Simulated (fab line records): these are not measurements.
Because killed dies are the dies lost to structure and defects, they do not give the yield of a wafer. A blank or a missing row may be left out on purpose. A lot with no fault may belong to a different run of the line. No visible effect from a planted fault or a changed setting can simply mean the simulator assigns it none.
fab line records ; flow nandHarc ; part 2 of 2: steps 22 to 22 of 22
[record] lots = 7; wafers = 21; lastDay = 33
route steps=1302 shown A_BLC@1132 A_M0@1137 END@1302
lots with no fault: from the same line, run without faults
startH: hours from the record's opening day to when the first of the lot's shown wafers began ; waitH: time in hours since the lot's previous step ; " as in the row above ; L1.1+2: a row that stands for several wafers ; - no value, or no start given ; * or withheld: withheld ; < > ~ a bound
route shown NAME@n: NAME is a module with steps in the file, n the number in the route of the first one ; usual: mean/standard deviation taken from wafers without a fault ; same: alike in all rows ; chamber/n: place in a boat ; sites: readings site by site ; _std_site: their standard deviation ; _edge_site: inner sites' mean taken away from outer sites' mean ; radiusMm: for every site, how far away it sits from the centre of the wafer ; mask NAME#n: copy n ; behind: the most recent tool/chamber to have shaped the wafer ; hold: why the lot was held/for how many hours/how that ended ; device: transistor that didn't switch, given as n, p or np ; end of line: tests of these same wafers at the route's end ; for a step that has no rows: nothing shown but its recipe ; killed: dies lost to structure and defects at the first sort, not the wafer's yield ; map: the dies of a wafer, with x for killed, . for not killed, _ for no die there
set.NAME: the setting as run; set.NAME@STEP: as run at that earlier step ; model.NAME: the simulator's own value behind a step, which no gauge read
lots at selected steps of the route; one table per step, one row per wafer
services: when a tool's chamber went out of use (startH, in hours from the record's first day, below 0 if earlier), for how many hours, and the reason
[[steps]]
[step NHARC_END_SORT_01]
[recipe] tempC = 25
[usual] defectLimitedYield = 91/3.2; killedAtArray = 53/21; killedAtOther = 0.8/1.1; killedAtPeriphery = 4.2/2.7; killedDies = 58/22; killedOpen = 3.4/1.9; killedShort = 2.5/1.6; sort_bin_2_pct = 3.1/1.4; sort_bin_3_pct = 0.6/0.43; sort_bin_4_pct = 4.9/1.7; sortNPass = 619/22; sortRimYieldPct = 96.9/1.8; sortYieldPct = 91/3.2
[same] grossDies = 677; sort_bin_5_pct[%] = 0; sort_bin_6_pct[%] = 0; sort_bin_7_pct[%] = 0; sort_bin_8_pct[%] = 0; sortRimNGross = 106.00
lot.wafer;tool;chamber;startH;waitH;defectLimitedYield[%];killedAtArray;killedAtOther;killedAtPeriphery;killedDies;killedOpen;killedShort;sort_bin_2_pct[%];sort_bin_3_pct[%];sort_bin_4_pct[%];sortNPass;sortRimYieldPct[%];sortYieldPct[%]
L644.2;prober-01;0;563.68;2.8;91;52;0;8;60;5;2;3.1;0.6;5.2;617;98.1;91
L644.4;prober-01;0;565.29;3.4;92;50;0;5;55;6;3;2.7;0.4;5.0;622;98.1;92
L644.6;prober-01;0;566.89;4.0;91;56;1;5;62;7;5;2.4;0.7;6.1;615;96.2;91
L653.2;prober-02;0;660.63;2.8;87;79;4;6;89;2;2;4.6;1.2;7.4;588;96.2;87
L653.3;prober-02;0;661.44;3.1;88;74;2;3;79;7;2;5.6;0.9;5.2;598;97.2;88
L653.6;prober-02;0;663.85;4.0;87;78;1;7;86;0;3;4.7;0.9;7.1;591;95.3;87
L655.2;prober-01;0;701.06;2.8;96;22;0;4;26;5;2;1.2;0.3;2.4;651;97.2;96
L655.3;prober-01;0;701.85;3.1;97;17;0;1;18;2;2;0.9;0.1;1.6;659;99.1;97
L655.5;prober-01;0;703.44;3.7;96;19;1;4;24;7;1;1.0;0;2.5;653;98.1;96
L657.2;prober-01;0;719.15;2.8;92;52;0;5;57;4;5;3.7;0.4;4.3;620;95.3;92
L657.3;prober-01;0;719.95;3.1;91;59;1;2;62;8;2;3.4;0.3;5.5;615;96.2;91
L657.6;prober-01;0;722.36;4.0;91;53;0;9;62;5;4;2.4;1.0;5.8;615;96.2;91
L660.1;prober-01;0;732.34;2.6;90;60;0;8;68;4;2;3.2;1.6;5.2;609;99.1;90
L660.4;prober-01;0;734.69;3.4;90;62;1;4;67;7;3;3.7;1.3;4.9;610;98.1;90
L660.6;prober-01;0;736.26;3.9;88;74;1;6;81;6;4;4.0;0.9;7.1;596;91.5;88
L659.3;prober-02;0;733.92;3.1;93;46;2;1;49;2;1;2.2;0.1;4.9;628;98.1;93
L659.5;prober-02;0;735.53;3.7;92;52;1;3;56;5;5;3.1;0.9;4.3;621;96.2;92
L659.6;prober-02;0;736.34;4.0;92;52;1;1;54;3;4;2.7;0.7;4.6;623;95.3;92
L667.3;prober-02;0;790.63;3.1;92;54;1;2;57;7;4;3.8;0.6;4.0;620;98.1;92
L667.5;prober-02;0;792.23;3.7;91;59;1;1;61;1;0;3.5;0.4;5.0;616;95.3;91
L667.6;prober-02;0;793.02;4.0;91;56;1;6;63;8;0;3.1;0.7;5.5;614;97.2;91
// killed by level:class
L644.2 A_CHANNEL_HOLE_D2:chamberFilmFlake=35 P_GATE:chamberFilmFlake=3 P_BONDPAD:chamberFilmFlake=3 A_CHANNEL_HOLE_D1:chamberFilmFlake=3 A_CHANNEL_FILL_D2:chamberFilmFlake=3 A_CONTACT:chamberFilmFlake=3 P_GATE:geometricParticle:open=1 A_CHANNEL_FILL_D1:geometricParticle:short=1
L644.4 A_CHANNEL_HOLE_D2:chamberFilmFlake=34 A_CONTACT:chamberFilmFlake=4 A_CONTACT:unspecified=3 P_GATE:chamberFilmFlake=2 P_GATE:geometricParticle:open=1 P_M1:geometricParticle:open=1 A_CHANNEL_FILL_D1:geometricParticle:open=1 A_CHANNEL_FILL_D1:geometricParticle:short=1
L644.6 A_CHANNEL_HOLE_D2:chamberFilmFlake=34 A_CONTACT:chamberFilmFlake=5 A_CHANNEL_FILL_D1:geometricParticle:open=3 P_GATE:chamberFilmFlake=3 A_SLIT:chamberFilmFlake=3 P_CONTACT:geometricParticle:short=2 A_CONTACT:unspecified=2 A_SOURCE_PLATE:geometricParticle:short=1
L653.2 A_CHANNEL_HOLE_D1:chamberFilmFlake=27 A_SLIT:chamberFilmFlake=27 A_CHANNEL_HOLE_D2:chamberFilmFlake=13 A_CONTACT:chamberFilmFlake=5 P_BONDPAD:chamberFilmFlake=4 THIN_TSV:chamberFilmFlake=4 A_M0:areaExpose=2 P_M2:geometricParticle:open=1
L653.3 A_CHANNEL_HOLE_D1:chamberFilmFlake=30 A_SLIT:chamberFilmFlake=25 A_CHANNEL_HOLE_D2:chamberFilmFlake=7 A_CHANNEL_FILL_D2:geometricParticle:open=3 A_CONTACT:chamberFilmFlake=3 P_M2:geometricParticle:short=1 A_ONON_D1:geometricParticle:open=1 A_CHANNEL_FILL_D1:geometricParticle:open=1
L653.6 A_CHANNEL_HOLE_D1:chamberFilmFlake=31 A_SLIT:chamberFilmFlake=24 A_CHANNEL_HOLE_D2:chamberFilmFlake=15 P_BONDPAD:chamberFilmFlake=7 A_CHANNEL_FILL_D2:chamberFilmFlake=2 A_M0:areaExpose=2 A_ONON_D1:geometricParticle:short=1 A_DECK1_JOINT:geometricParticle:short=1
L655.2 A_CHANNEL_HOLE_D1:chamberFilmFlake=7 A_SLIT:chamberFilmFlake=3 A_DECK1_JOINT:chamberFilmFlake=2 A_CHANNEL_FILL_D2:chamberFilmFlake=2 P_CONTACT:geometricParticle:short=1 P_M0:geometricParticle:open=1 A_CHANNEL_FILL_D1:geometricParticle:open=1 A_SGD_CUT:geometricParticle:short=1
L655.3 A_CHANNEL_HOLE_D1:chamberFilmFlake=6 A_DECK1_JOINT:chamberFilmFlake=3 A_CONTACT:chamberFilmFlake=2 P_GATE:geometricParticle:open=1 A_ONON_D1:geometricParticle:short=1 A_DECK1_JOINT:geometricParticle:short=1 A_M0:geometricParticle:open=1 A_CHANNEL_HOLE_D2:chamberFilmFlake=1
L655.5 A_CHANNEL_HOLE_D1:chamberFilmFlake=6 A_DECK1_JOINT:geometricParticle:open=2 A_WL_FILL:geometricParticle:open=2 A_M0:geometricParticle:open=2 P_STI:chamberFilmFlake=2 P_GATE:geometricParticle:open=1 A_WL_FILL:geometricParticle:short=1 P_M2:chamberFilmFlake=1
L657.2 A_CHANNEL_HOLE_D1:chamberFilmFlake=30 A_STAIRCASE:chamberFilmFlake=6 A_CONTACT:chamberFilmFlake=4 P_M1:chamberFilmFlake=3 A_ONON_D2:geometricParticle:short=2 A_ZERO_WELL:chamberFilmFlake=2 P_CONTACT:geometricParticle:short=1 A_ONON_D1:geometricParticle:open=1
L657.3 A_CHANNEL_HOLE_D1:chamberFilmFlake=34 A_SLIT:chamberFilmFlake=6 A_CONTACT:chamberFilmFlake=6 A_ONON_D2:geometricParticle:open=3 A_WL_FILL:chamberFilmFlake=2 P_M0:geometricParticle:open=1 A_CHANNEL_FILL_D1:geometricParticle:open=1 A_CHANNEL_FILL_D1:geometricParticle:short=1
L657.6 A_CHANNEL_HOLE_D1:chamberFilmFlake=34 P_M1:chamberFilmFlake=5 A_STAIRCASE:chamberFilmFlake=4 A_CONTACT:chamberFilmFlake=4 P_M0:geometricParticle:open=3 A_WL_FILL:chamberFilmFlake=2 A_SOURCE_PLATE:geometricParticle:open=1 A_ONON_D1:geometricParticle:short=1
L660.1 A_SLIT:chamberFilmFlake=27 A_CHANNEL_HOLE_D2:chamberFilmFlake=13 P_BONDPAD:chamberFilmFlake=5 A_CONTACT:chamberFilmFlake=5 A_CHANNEL_HOLE_D1:chamberFilmFlake=3 A_STAIRCASE:chamberFilmFlake=3 A_DECK1_JOINT:geometricParticle:open=2 P_GATE:chamberFilmFlake=2
L659.3 A_CHANNEL_HOLE_D1:chamberFilmFlake=37 A_STAIRCASE:chamberFilmFlake=2 A_CONTACT:chamberFilmFlake=2 THIN_TSV:chamberFilmFlake=2 A_ONON_D2:geometricParticle:short=1 A_CONTACT:geometricParticle:open=1 A_M0:geometricParticle:open=1 P_STI:chamberFilmFlake=1
L660.4 A_SLIT:chamberFilmFlake=28 A_CHANNEL_HOLE_D2:chamberFilmFlake=11 A_CHANNEL_HOLE_D1:chamberFilmFlake=8 A_STAIRCASE:chamberFilmFlake=3 A_CONTACT:chamberFilmFlake=2 P_CONTACT:geometricParticle:open=1 P_M1:geometricParticle:open=1 A_CHANNEL_FILL_D1:geometricParticle:short=1
L659.5 A_CHANNEL_HOLE_D1:chamberFilmFlake=32 A_STAIRCASE:chamberFilmFlake=5 A_CHANNEL_FILL_D2:geometricParticle:open=2 A_M0:geometricParticle:short=2 A_SLIT:chamberFilmFlake=2 A_CONTACT:chamberFilmFlake=2 P_CONTACT:geometricParticle:short=1 P_M0:geometricParticle:open=1
L660.6 A_SLIT:chamberFilmFlake=39 A_CHANNEL_HOLE_D2:chamberFilmFlake=16 A_CHANNEL_HOLE_D1:chamberFilmFlake=6 A_CONTACT:chamberFilmFlake=4 P_CONTACT:geometricParticle:open=2 A_M0:geometricParticle:short=2 P_GATE:chamberFilmFlake=2 A_SOURCE_PLATE:geometricParticle:short=1
L659.6 A_CHANNEL_HOLE_D1:chamberFilmFlake=36 A_SLIT:chamberFilmFlake=3 A_CONTACT:chamberFilmFlake=3 A_STAIRCASE:chamberFilmFlake=2 P_CONTACT:geometricParticle:open=1 A_CHANNEL_FILL_D1:geometricParticle:short=1 A_CHANNEL_FILL_D1:geometricParticle:open=1 A_SGD_CUT:geometricParticle:short=1
L667.3 A_CHANNEL_HOLE_D2:chamberFilmFlake=22 A_SLIT:chamberFilmFlake=9 A_CHANNEL_HOLE_D1:chamberFilmFlake=8 A_CONTACT:chamberFilmFlake=4 A_DECK1_JOINT:geometricParticle:open=2 A_CHANNEL_HOLE_D1:geometricParticle:open=2 P_CONTACT:geometricParticle:open=1 P_M0:geometricParticle:open=1
L667.5 A_CHANNEL_HOLE_D2:chamberFilmFlake=22 A_CHANNEL_HOLE_D1:chamberFilmFlake=14 A_CONTACT:chamberFilmFlake=9 A_SLIT:chamberFilmFlake=7 A_ZERO_WELL:chamberFilmFlake=2 A_CHANNEL_FILL_D2:chamberFilmFlake=2 A_STAIRCASE:chamberFilmFlake=2 A_CHANNEL_HOLE_D1:geometricParticle:open=1
L667.6 A_CHANNEL_HOLE_D2:chamberFilmFlake=23 A_CHANNEL_HOLE_D1:chamberFilmFlake=10 A_SLIT:chamberFilmFlake=10 A_CONTACT:chamberFilmFlake=6 A_WL_FILL:chamberFilmFlake=3 P_M0:geometricParticle:open=2 P_GATE:chamberFilmFlake=2 P_STI:geometricParticle:open=1
[[services]]
tool;chamber;startH;hours;kind
rieDiel-05;1;506.23;16.4;repair
rieDiel-05;3;526.69;4.7;repair
cvdW-01;-;547.00;13.0;pm
rieDiel-05;1;547.75;3.1;repair
arfiScanner-03;-;551.54;4.0;pm
cmp-03;-;554.12;4.0;pm
arfiScanner-03;-;562.37;7.1;repair
arfiScanner-02;-;572.82;3.3;repair
rieDiel-09;3;580.02;9.2;repair
rieDiel-05;-;583.60;9.0;pm
cmp-03;-;587.84;7.6;repair
rieDiel-09;3;607.23;8.0;repair
rieDiel-11;-;609.75;9.0;pm
rieDiel-09;1;622.14;5.5;repair
cvdW-01;0;626.63;8.6;repair
cvdW-02;-;631.41;13.0;pm
rieDiel-05;-;631.67;1.0;repair
cmp-03;-;652.12;4.0;pm
arfiScanner-02;-;656.00;4.0;pm
rieDiel-11;0;664.13;10.0;repair
rieDiel-11;3;713.66;2.1;repair
rieDiel-05;0;715.05;33.4;repair
cvdW-01;-;728.00;13.0;pm
rieDiel-05;0;750.33;11.7;repair
